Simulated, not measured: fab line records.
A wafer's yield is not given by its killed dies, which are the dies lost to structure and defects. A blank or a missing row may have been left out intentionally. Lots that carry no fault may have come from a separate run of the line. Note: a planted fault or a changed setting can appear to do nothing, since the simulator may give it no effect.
fab line records	flow n5_finfet
[record] lots = 9	wafers = 27	last_day = 17
route steps=1938 shown BEOL_M4@1111 BEOL_M6@1197 PASSIVATION@1936
lots that met no fault: from a run of the same line without faults
start_h: hours from the record's first day to the start of the lot's first wafer shown	wait_h: hours from the lot's prior step to this one	" same as the row above	L1.1+2: one row covering several wafers at once	- either no value or no given start	* or withheld: withheld	< > ~ a bound
route shown NAME@n: a module of which the file shows steps, and the number in the route of the first	usual: mean/standard deviation taken from wafers without a fault	same: alike in all rows	chamber/n: place in a boat	sites: readings site by site	_std_site: their standard deviation	_edge_site: mean of outer sites minus mean of inner sites	radius_mm: for every site, how far away it sits from the centre of the wafer	mask NAME#n: copy n	behind: the last tool/chamber to shape the wafer	hold: what put the lot on hold/how long, in hours/how the hold closed	device: which transistor (n, p or np) failed to switch	end of line: the route-end tests of the same wafers	a step without rows: its recipe alone	killed: dies that structure and defects cost at the first sort, which is not the same as the wafer's yield	map: a wafer's dies, x killed, . not, _ none there
set.NAME: the setting that was run; set.NAME@STEP: the one run at that earlier step	model.NAME: the simulator's own value behind a step, which no gauge read
route steps across a sampled set of lots; one table per step, one row per wafer
services: when a tool's chamber went out of use (start_h, in hours from the record's first day, below 0 if earlier), for how many hours, and the reason
[[steps]]
[step N5_BEOL_M4_RC_MEAS_101]
[usual] DIBL_N = 36.3/1.7	DIBL_P = 36.5/1.8	IOFF_N = 0.16/0.033	IOFF_P = 0.21/0.037	ION_N = 675/11	ION_P = 462/7.9	SS_N = 71.6/0.64	SS_P = 73.3/0.68	VT_N = 249/3.3	VT_P = -250/3.3
lot.wafer	tool	chamber	start_h	wait_h	DIBL_N[mV/V]	DIBL_P[mV/V]	IOFF_N[nA/um]	IOFF_P[nA/um]	ION_N[uA/um]	ION_P[uA/um]	SS_N[mV/dec]	SS_P[mV/dec]	VT_N[mV]	VT_P[mV]
L732.1	prober-01	0	175.39	0.0	37.0	37.9	0.16	0.23	674	464	71.5	73.7	249	-251
L732.4	"	0	"	"	35.9	36.4	0.14	0.22	669	461	71.1	73.5	251	-250
L732.6	"	0	"	"	36.4	36.4	0.14	0.21	675	471	71.3	73.1	251	-250
L733.2	prober-01	0	181.49	0.2	35.7	36.1	0.15	0.18	682	467	71.0	73.3	251	-251
L733.5	"	0	"	"	33.6	33.4	0.11	0.14	681	462	71.0	72.8	255	-257
L733.6	"	0	"	"	36.1	36.5	0.14	0.18	677	463	71.5	73.3	253	-253
L734.1	prober-01	0	182.71	0.0	36.4	35.8	0.15	0.22	672	463	72.0	72.9	249	-248
L734.2	"	0	"	"	38.2	38.6	0.19	0.26	682	470	71.9	74.6	245	-246
L734.4	"	0	"	"	37.6	37.2	0.16	0.24	671	466	72.3	74.0	250	-245
L737.2	prober-02	0	198.17	0.2	33.1	32.8	0.11	0.17	665	462	70.6	72.3	255	-253
L737.4	"	0	"	"	34.9	33.6	0.12	0.18	656	455	70.5	71.4	253	-250
L737.5	"	0	"	"	33.9	33.6	0.11	0.18	668	461	70.7	71.8	255	-251
L746.2	prober-02	0	258.71	0.2	38.3	38.1	0.17	0.20	681	455	72.2	74.4	250	-254
L746.3	"	0	"	"	37.4	36.6	0.15	0.19	660	457	72.0	73.6	252	-255
L746.4	"	0	"	"	39.3	38.4	0.17	0.20	661	450	73.0	73.8	251	-253
L749.4	prober-01	0	267.91	0.5	37.3	36.6	0.16	0.23	678	472	71.4	72.5	254	-245
L749.5	"	0	"	"	36.3	35.8	0.15	0.22	662	460	71.4	73.4	253	-248
L749.6	"	0	"	"	37.3	36.4	0.17	0.23	667	464	71.9	73.5	249	-247
L748.1	prober-02	0	270.29	0.0	37.0	38.3	0.22	0.22	705	462	72.0	73.2	243	-251
L748.2	"	0	"	"	38.2	39.1	0.23	0.23	686	456	72.5	73.7	244	-248
L748.5	"	0	"	"	37.9	38.9	0.24	0.23	683	458	72.2	73.6	240	-250
L753.1	prober-01	0	298.10	0.0	33.2	33.6	0.12	0.16	669	452	71.2	72.4	252	-256
L753.3	"	0	"	"	36.3	37.7	0.18	0.21	678	461	71.9	74.4	248	-250
L753.5	"	0	"	"	36.8	38.6	0.19	0.22	677	458	72.1	74.3	246	-253
L752.1	prober-02	0	298.18	0.0	36.2	35.1	0.14	0.17	662	447	71.2	73.8	253	-251
L752.2	"	0	"	"	37.3	36.3	0.16	0.18	677	458	72.1	73.9	249	-254
L752.6	"	0	"	"	37.5	37.0	0.16	0.20	673	458	71.5	74.2	247	-253
[step N5_BEOL_M6_PECVD_70]
[recipe] material = SiO2	target_thk_a = 200	temp_c = 400	precursor = TEOS/O2	pressure_torr = 5.5	rf_w = 450	teos_flow_sccm = 53.8	gas = O2	flow_sccm = 3000	time_s = 22.7
[usual] heater_power_w = 704/91	showerhead_plenum_p_Torr = 8.79/0.054	showerhead_vpp_V = 1326/56	throttle_valve_pct = 22.9/1.7
lot.wafer	tool	chamber	start_h	wait_h	heater_power_w	showerhead_plenum_p_Torr	showerhead_vpp_V	throttle_valve_pct
L732.1	pecvd-02	0	187.98	0.0	771	8.73	1304	23.5
L732.4	"	0	"	"	791	8.75	1316	23.3
L732.6	"	1	"	"	646	8.90	1293	21.9
L733.2	pecvd-01	0	195.67	0.0	616	8.73	1298	24.1
L733.5	"	1	"	"	787	8.83	1374	26.4
L733.6	"	0	"	"	624	8.71	1304	24.1
L734.1	pecvd-01	0	196.21	0.0	599	8.75	1302	24.0
L734.2	"	2	"	"	703	8.81	1408	22.2
L734.4	"	2	"	"	719	8.82	1405	21.9
L737.2	pecvd-01	0	210.93	0.0	592	8.75	1308	24.2
L737.4	"	1	"	"	768	8.83	1409	26.5
L737.5	"	2	"	"	792	8.83	1391	22.2
L746.2	pecvd-03	0	274.94	0.0	688	8.75	1290	22.9
L746.3	"	1	"	"	757	8.83	1355	22.3
L746.4	"	0	"	"	686	8.73	1306	22.8
L749.4	pecvd-03	0	280.90	0.1	681	8.76	1299	22.9
L749.5	"	1	"	"	706	8.86	1347	22.2
L749.6	"	2	"	"	628	8.83	1190	22.1
L748.1	pecvd-02	1	285.01	0.0	542	8.88	1300	22.1
L748.2	"	0	"	"	788	8.76	1288	23.7
L748.5	"	2	"	"	668	8.74	1365	20.6
L752.1	pecvd-01	1	313.71	0.0	808	8.84	1406	26.1
L752.2	"	2	"	"	674	8.82	1405	22.2
L752.6	"	2	"	"	665	8.84	1405	22.3
L753.1	pecvd-01	2	314.88	0.0	786	8.80	1396	22.3
L753.3	"	2	"	"	814	8.84	1416	22.1
L753.5	"	1	"	"	819	8.81	1391	26.5
[step N5_BEOL_M6_CD_MEAS_11]
[recipe] target_cd_nm = 38.5	landing_energy_ev = 500	detector = se_inlens	polarity = opening
[usual] cd_nm = 38.2/0.62
lot.wafer	tool	chamber	start_h	wait_h	cd_nm
L732.1	cd_sem-01	0	189.67	-	39.1
L732.4	"	0	"	"	38.5
L732.6	"	0	"	"	38.4
L733.2	cd_sem-03	0	198.31	-	38.0
L733.5	"	0	"	"	38.7
L733.6	"	0	"	"	38.7
L734.1	cd_sem-03	0	198.39	-	38.3
L734.2	"	0	"	"	38.5
L734.4	"	0	"	"	38.5
L737.2	cd_sem-02	0	211.44	-	38.1
L737.4	"	0	"	"	39.4
L737.5	"	0	"	"	39.0
L746.2	cd_sem-03	0	277.82	-	38.6
L746.3	"	0	"	"	37.9
L746.4	"	0	"	"	37.4
L749.4	cd_sem-02	0	284.02	-	37.6
L749.5	"	0	"	"	37.9
L749.6	"	0	"	"	37.8
L748.1	cd_sem-02	0	286.02	-	38.3
L748.2	"	0	"	"	38.2
L748.5	"	0	"	"	37.9
L752.1	cd_sem-03	0	314.18	-	37.9
L752.2	"	0	"	"	38.0
L752.6	"	0	"	"	37.0
L753.1	cd_sem-03	0	316.88	-	38.2
L753.3	"	0	"	"	38.3
L753.5	"	0	"	"	37.8
[step N5_BEOL_M6_STRIP_67]
[recipe] chemistry = CF4	resist = SiARC	power_w = 300	bias_power_w = 75	pressure_mtorr = 50	cf4_flow_sccm = 150	rf_frequency_hz = 6e+07
[usual] drypump_motor_current_A = 5.4/0.49	oes_product_au = 0.77/0.06	power_w = 300.0/0.8	rf_vpp_V = 270.9/1.5	showerhead_plenum_p_Torr = 1.78/0.059	throttle_valve_pct = 13.60/0.27
lot.wafer	tool	chamber	start_h	wait_h	drypump_motor_current_A	oes_product_au	power_w	rf_hours_counter_h	rf_vpp_V	showerhead_plenum_p_Torr	throttle_valve_pct
L732.1	rie_diel-03	3	190.43	0.0	5.8	0.94	300.7	17	272.4	1.83	13.44
L732.4	"	2	"	"	5.8	0.72	299.1	-	270.0	1.72	13.86
L732.6	"	3	"	"	5.8	0.93	299.7	-	271.4	1.83	13.45
L733.2	rie_diel-06	2	199.15	0.0	5.2	0.79	299.6	118	270.2	1.73	13.64
L733.5	"	3	"	"	4.9	0.81	299.6	-	269.4	1.74	13.21
L733.6	"	1	"	"	5.4	0.79	299.8	-	270.8	1.82	13.60
L734.1	rie_diel-06	1	199.41	0.0	5.4	0.79	300.2	110	270.2	1.82	13.61
L734.2	"	2	"	"	5.2	0.78	300.2	118	270.2	1.73	13.65
L734.4	"	3	"	"	4.9	0.82	301.1	-	269.9	1.74	13.23
L737.2	rie_diel-06	0	211.77	0.0	5.0	0.72	300.1	197	271.5	1.85	13.85
L737.4	"	3	"	"	4.9	0.81	301.2	91	269.5	1.74	13.21
L737.5	"	2	"	"	5.2	0.79	299.6	-	268.7	1.73	13.66
L746.2	rie_diel-06	2	278.21	0.0	5.2	0.76	301.3	148	270.3	1.72	13.70
L746.3	"	0	"	"	5.1	0.70	301.1	222	273.5	1.84	13.90
L746.4	"	3	"	"	4.9	0.78	299.4	113	269.9	1.73	13.28
L749.4	rie_diel-01	1	284.37	0.0	5.7	0.87	298.4	41	268.8	1.76	13.40
L749.5	"	1	"	"	5.8	0.87	299.2	-	268.9	1.76	13.39
L749.6	"	0	"	"	5.6	0.70	300.8	-	269.8	1.77	13.95
L748.1	rie_diel-03	3	286.41	0.0	5.8	0.87	299.8	53	271.3	1.82	13.54
L748.2	"	1	"	"	4.9	0.77	301.0	135	269.3	1.72	13.27
L748.5	"	2	"	"	5.8	0.68	299.6	-	270.1	1.71	13.94
L752.1	rie_diel-01	3	314.60	0.0	6.5	0.79	300.4	98	272.1	1.89	13.42
L752.2	"	1	"	"	5.7	0.85	299.5	53	271.0	1.76	13.41
L752.6	"	2	"	"	5.1	0.74	298.2	-	272.9	1.86	13.90
L753.1	rie_diel-06	2	317.85	0.0	5.2	0.75	298.8	163	270.5	1.72	13.74
L753.3	"	0	"	"	5.1	0.70	299.7	236	272.6	1.84	13.93
L753.5	"	0	"	"	5.0	0.70	299.3	-	272.3	1.84	13.96
[step N5_BEOL_M6_EXPOSE_25]
[recipe] mask_id = V5	na = 0.33	source_shape = annular	sigma_inner = 0.4	sigma_outer = 0.8	polarization = unpolarized	target_cd_nm = 40	dose_mj = 45
[usual] exposure_dose_mJ_cm2 = 44.93/0.047
lot.wafer	tool	chamber	start_h	wait_h	mask	exposure_dose_mJ_cm2
L732.1	euv_scanner-01	0	191.11	-	V5#0	44.91
L732.4	"	0	"	"	V5#0	44.88
L732.6	"	0	"	"	V5#0	44.89
L733.2	euv_scanner-02	0	200.50	-	V5#0	44.93
L733.5	"	0	"	"	V5#0	44.92
L733.6	"	0	"	"	V5#0	44.96
L734.1	euv_scanner-02	0	200.54	-	V5#0	44.97
L734.2	"	0	"	"	V5#0	44.94
L734.4	"	0	"	"	V5#0	44.97
L737.2	euv_scanner-02	0	215.42	-	V5#0	44.95
L737.4	"	0	"	"	V5#0	44.86
L737.5	"	0	"	"	V5#0	44.91
L746.2	euv_scanner-02	0	282.88	-	V5#0	39.88
L746.3	"	0	"	"	V5#0	39.83
L746.4	"	0	"	"	V5#0	39.83
L749.4	euv_scanner-02	0	284.84	-	V5#0	40.84
L749.5	"	0	"	"	V5#0	40.81
L749.6	"	0	"	"	V5#0	40.85
L748.1	euv_scanner-01	0	287.16	-	V5#0	44.86
L748.2	"	0	"	"	V5#0	44.90
L748.5	"	0	"	"	V5#0	44.89
L752.1	euv_scanner-01	0	315.99	-	V5#0	44.89
L752.2	"	0	"	"	V5#0	44.91
L752.6	"	0	"	"	V5#0	44.87
L753.1	euv_scanner-01	0	318.88	-	V5#0	44.89
L753.3	"	0	"	"	V5#0	44.89
L753.5	"	0	"	"	V5#0	44.91
[step N5_BEOL_M6_CD_MEAS_28]
[recipe] target_cd_nm = 40	landing_energy_ev = 500	detector = se_inlens
[usual] cd_nm = 40.09/0.24
lot.wafer	tool	chamber	start_h	wait_h	cd_nm
L732.1	cd_sem-03	0	191.24	-	39.73
L732.4	"	0	"	"	39.91
L732.6	"	0	"	"	39.99
L733.2	cd_sem-01	0	200.62	-	39.97
L733.5	"	0	"	"	40.08
L733.6	"	0	"	"	40.04
L734.1	cd_sem-01	0	200.67	-	40.08
L734.2	"	0	"	"	40.81
L734.4	"	0	"	"	40.17
L737.2	cd_sem-01	0	215.55	-	40.19
L737.4	"	0	"	"	40.14
L737.5	"	0	"	"	40.10
L746.2	cd_sem-01	0	283.01	-	37.01
L746.3	"	0	"	"	36.79
L746.4	"	0	"	"	36.46
L749.4	cd_sem-01	0	284.95	-	37.68
L749.5	"	0	"	"	37.72
L749.6	"	0	"	"	37.66
L748.1	cd_sem-02	0	287.30	-	40.20
L748.2	"	0	"	"	39.60
L748.5	"	0	"	"	40.25
L752.1	cd_sem-02	0	316.13	-	40.15
L752.2	"	0	"	"	39.83
L752.6	"	0	"	"	40.05
L753.1	cd_sem-03	0	319.01	-	40.29
L753.3	"	0	"	"	40.27
L753.5	"	0	"	"	40.38
[step N5_PASSIVATION_PROBE_49]
[usual] defect_limited_yield = 91.3/1.5	killed_at_M0_to_M3 = 34/9.4	killed_at_M4_up = 13/5.3	killed_at_contacts = 13/5.7	killed_at_front_end = 40/10	killed_at_other = 3.7/2.8	killed_dies = 103/17	killed_on_rim = 13/4.2	killed_open = 67/13	killed_short = 35/8.5	sort_bin_5_function = 5.0/0.98	sort_bin_6_memory = 3.3/0.7	sort_n_pass = 1077/17	sort_yield_pct = 91.3/1.5
[same] gross_dies = 1180	killed_at_back_side = 0	sort_bin_4_leakage[%] = 0	sort_bin_8_speed[%] = 0
lot.wafer	tool	chamber	start_h	wait_h	defect_limited_yield[%]	killed_at_M0_to_M3	killed_at_M4_up	killed_at_contacts	killed_at_front_end	killed_at_other	killed_dies	killed_on_rim	killed_open	killed_short	sort_bin_5_function[%]	sort_bin_6_memory[%]	sort_n_pass	sort_yield_pct[%]
L732.1	prober-02	-	272.68	0.0	90.1	41	11	14	51	0	117	17	69	47	5.7	3.7	1063	90.1
L732.4	prober-02	-	272.83	0.2	93.0	26	10	13	33	1	83	10	57	24	4.2	2.5	1097	93.0
L732.6	prober-02	-	272.93	0.3	93.5	37	8	9	19	4	77	9	51	24	3.6	2.8	1103	93.5
L734.1	prober-02	-	289.91	0.0	91.3	40	9	7	38	9	103	13	67	35	5.1	3.4	1077	91.3
L734.2	prober-02	-	289.96	0.1	90.0	31	14	15	51	7	118	17	69	47	6.0	3.1	1062	90.0
L734.4	prober-02	-	290.06	0.2	92.2	23	14	8	40	7	92	9	61	31	3.7	3.7	1088	92.2
L737.2	prober-02	-	303.59	0.1	90.3	43	9	14	46	3	115	17	78	37	5.4	4.2	1065	90.3
L737.4	prober-02	-	303.69	0.2	91.1	39	13	12	36	5	105	9	69	35	5.2	3.6	1075	91.1
L737.5	prober-02	-	303.74	0.2	91.9	40	9	10	33	3	95	9	71	24	4.6	3.2	1085	91.9
L749.4	prober-02	-	369.93	0.2	91.4	28	37	12	21	4	102	13	49	22	5.3	3.1	1078	91.4
L749.5	prober-02	-	369.98	0.2	88.3	34	42	11	45	6	138	11	77	32	7.7	3.7	1042	88.3
L749.6	prober-02	-	370.03	0.3	90.4	29	31	8	41	4	113	17	47	36	5.8	3.3	1067	90.4
L746.2	prober-02	-	370.13	0.2	75.3	28	190	12	54	7	291	35	76	35	14.2	8.6	889	75.3
L746.3	prober-02	-	370.18	0.3	80.4	42	150	2	32	5	231	32	70	24	11.2	7.3	949	80.4
L746.4	prober-02	-	370.23	0.3	80.6	31	162	3	31	2	229	37	48	27	11.6	6.6	951	80.6
// killed by level:class
L732.1 STI_FIN_REVEAL:geometric_particle:open=13 MOL_CONTACT_COAG:geometric_particle:open=10 BEOL_M1:geometric_particle:short=9 BEOL_M3:geometric_particle:open=9 BEOL_M0_SAQP:geometric_particle:short=8 FIN_SAQP:geometric_particle:short=7 GATE_CUT:geometric_particle:short=7 FIN_SAQP:geometric_particle:open=6
L732.4 BEOL_M1:geometric_particle:open=10 MOL_CONTACT_COAG:geometric_particle:open=9 GATE_CUT:geometric_particle:open=5 BEOL_M2:geometric_particle:open=5 STARTING-WAFER:geometric_particle:open=5 GATE_CUT:geometric_particle:short=4 MOL_CONTACT_COAG:geometric_particle:short=4 BEOL_M0_SAQP:geometric_particle:open=4
L732.6 BEOL_M0_SAQP:geometric_particle:short=8 BEOL_M1:geometric_particle:open=8 MOL_CONTACT_COAG:geometric_particle:open=7 BEOL_M2:geometric_particle:open=6 BEOL_M3:geometric_particle:open=6 BEOL_M3:geometric_particle:short=4 STI_FIN_REVEAL:geometric_particle:open=3 ILD0:geometric_particle:short=3
L734.1 FIN_SAQP:geometric_particle:open=16 BEOL_M0_SAQP:geometric_particle:open=10 BEOL_M2:geometric_particle:open=9 FIN_SAQP:geometric_particle:short=7 BEOL_M2:geometric_particle:short=7 BEOL_M1:geometric_particle:open=6 MOL_CONTACT_COAG:geometric_particle:open=5 BEOL_M0_SAQP:geometric_particle:short=5
L734.2 FIN_SAQP:geometric_particle:open=12 BEOL_M0_SAQP:geometric_particle:open=12 FIN_SAQP:geometric_particle:short=11 BEOL_M0_SAQP:geometric_particle:short=11 MOL_CONTACT_COAG:geometric_particle:open=10 BEOL_M4:geometric_particle:open=9 STI_FIN_REVEAL:geometric_particle:open=7 MOL_CONTACT_COAG:geometric_particle:short=5
L734.4 FIN_SAQP:geometric_particle:open=15 BEOL_M0_SAQP:geometric_particle:open=10 MOL_CONTACT_COAG:geometric_particle:open=8 BEOL_M0_SAQP:geometric_particle:short=6 BEOL_M4:geometric_particle:open=5 FIN_SAQP:geometric_particle:short=4 BEOL_M5:geometric_particle:open=4 STI_FIN_REVEAL:geometric_particle:open=4
L737.2 STI_FIN_REVEAL:geometric_particle:open=14 MOL_CONTACT_COAG:geometric_particle:open=12 BEOL_M0_SAQP:geometric_particle:open=11 DUMMY_GATE:geometric_particle:open=9 BEOL_M0_SAQP:geometric_particle:short=8 BEOL_M3:geometric_particle:open=8 GATE_CUT:geometric_particle:short=7 BEOL_M4:geometric_particle:open=5
L737.4 BEOL_M0_SAQP:geometric_particle:open=14 BEOL_M0_SAQP:geometric_particle:short=11 MOL_CONTACT_COAG:geometric_particle:open=8 FIN_SAQP:geometric_particle:open=7 DUMMY_GATE:geometric_particle:open=7 BEOL_M4:geometric_particle:open=7 FIN_SAQP:geometric_particle:short=6 GATE_CUT:geometric_particle:short=5
L737.5 BEOL_M0_SAQP:geometric_particle:open=12 DUMMY_GATE:geometric_particle:open=9 MOL_CONTACT_COAG:geometric_particle:open=8 BEOL_M3:geometric_particle:open=8 BEOL_M1:geometric_particle:open=6 STI_FIN_REVEAL:geometric_particle:open=5 BEOL_M0_SAQP:geometric_particle:short=5 FIN_SAQP:geometric_particle:short=4
L749.4 BEOL_M6:area_expose=31 MOL_CONTACT_COAG:geometric_particle:open=10 BEOL_M3:geometric_particle:open=8 BEOL_M2:geometric_particle:open=5 DUMMY_GATE:geometric_particle:open=4 BEOL_M0_SAQP:geometric_particle:short=4 STI_FIN_REVEAL:geometric_particle:open=3 DUMMY_GATE:geometric_particle:short=3
L749.5 BEOL_M6:area_expose=28 STI_FIN_REVEAL:geometric_particle:open=15 BEOL_M2:geometric_particle:open=9 MOL_CONTACT_COAG:geometric_particle:open=8 FIN_SAQP:geometric_particle:open=7 BEOL_M4:geometric_particle:short=5 BEOL_M0_SAQP:geometric_particle:open=5 BEOL_M1:geometric_particle:open=5
L749.6 BEOL_M6:area_expose=28 FIN_SAQP:geometric_particle:open=7 MOL_CONTACT_COAG:geometric_particle:open=7 STI_FIN_REVEAL:geometric_particle:open=7 BEOL_M0_SAQP:geometric_particle:short=7 BEOL_M3:geometric_particle:open=6 BEOL_M3:geometric_particle:short=6 STARTING-WAFER:geometric_particle:short=6
L746.2 BEOL_M6:area_expose=173 FIN_SAQP:geometric_particle:open=15 MOL_CONTACT_COAG:geometric_particle:open=9 BEOL_M2:geometric_particle:open=9 DUMMY_GATE:geometric_particle:open=8 BEOL_M0_SAQP:geometric_particle:short=7 BEOL_M4:geometric_particle:open=7 HKMG_FIN:area_etch=6
L746.3 BEOL_M6:area_expose=137 BEOL_M4:geometric_particle:open=10 FIN_SAQP:geometric_particle:open=9 DUMMY_GATE:geometric_particle:open=9 BEOL_M0_SAQP:geometric_particle:short=9 BEOL_M1:geometric_particle:open=7 BEOL_M3:geometric_particle:open=7 BEOL_M0_SAQP:geometric_particle:open=6
L746.4 BEOL_M6:area_expose=152 FIN_SAQP:geometric_particle:open=10 BEOL_M0_SAQP:geometric_particle:short=9 DUMMY_GATE:geometric_particle:open=7 BEOL_M0_SAQP:geometric_particle:open=7 BEOL_M3:geometric_particle:open=7 BEOL_M4:geometric_particle:open=7 FIN_SAQP:geometric_particle:short=3
[[services]]
tool	chamber	start_h	hours	kind
euv_scanner-01	-	169.13	1.0	pm
euv_scanner-02	0	186.03	-	calibration
rie_diel-03	0	187.82	10.9	repair
rie_diel-06	0	188.36	17.2	repair
euv_scanner-01	-	208.25	1.9	repair
euv_scanner-02	-	212.27	1.0	pm
rie_diel-03	1	213.27	14.2	repair
euv_scanner-01	-	214.53	4.6	pm
rie_diel-03	0	218.88	6.2	repair
pecvd-01	1	224.34	2.1	scheduled_down
euv_scanner-01	-	225.28	1.0	pm
pecvd-03	2	237.15	4.5	repair
euv_scanner-02	-	241.70	4.6	pm
rie_diel-06	1	254.91	6.7	repair
rie_diel-06	3	258.08	2.7	repair
euv_scanner-01	0	265.79	-	calibration
euv_scanner-02	-	265.96	0.2	repair
euv_scanner-02	-	268.42	1.0	pm
pecvd-01	0	271.13	58.4	repair
pecvd-01	2	280.52	5.9	repair
euv_scanner-01	-	281.43	1.0	pm
euv_scanner-01	-	289.40	1.1	repair
euv_scanner-02	-	296.18	2.4	repair
euv_scanner-02	-	301.42	5.8	pm
[[key]]
[first_sign] step = N5_BEOL_M6_EXPOSE_25	reading = exposure_dose_mJ_cm2	direction = down	sigmas = 98	usual = 44.93	struck = 40.34
[effect] step = N5_BEOL_M6_CD_MEAS_28	reading = cd_nm	direction = down	sigmas = 12	usual = 40.09	struck = 37.22	through = control_loop
[effect] step = N5_PASSIVATION_PROBE_49	reading = killed_at_M4_up	direction = up	sigmas = 17	usual = 13	struck = 102
[more_kills_born_at] N5_BEOL_M6_EXPOSE_25@euv_scanner-02 = 549
met_at N5_BEOL_M6_EXPOSE_25
struck_lots L746,L749
[loop_trim] step = N5_BEOL_M6_EXPOSE_25	setting = dose	lots = L749
not_acting_at N5_BEOL_M6_PECVD_70,N5_BEOL_M6_CD_MEAS_11,N5_BEOL_M6_STRIP_67
onset_between 215.42 282.88
[fault] kind = process_parameter_drift	tool = euv_scanner-02	chamber = -	onset_h = 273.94	steps = N5_BEOL_M6_EXPOSE_25	channel = dose_mj	offset = -5.1257	shape = step	acts_in = these_recipes_only	stated = 45
// loop_trim: a control loop set the setting to another value than it would have without faults
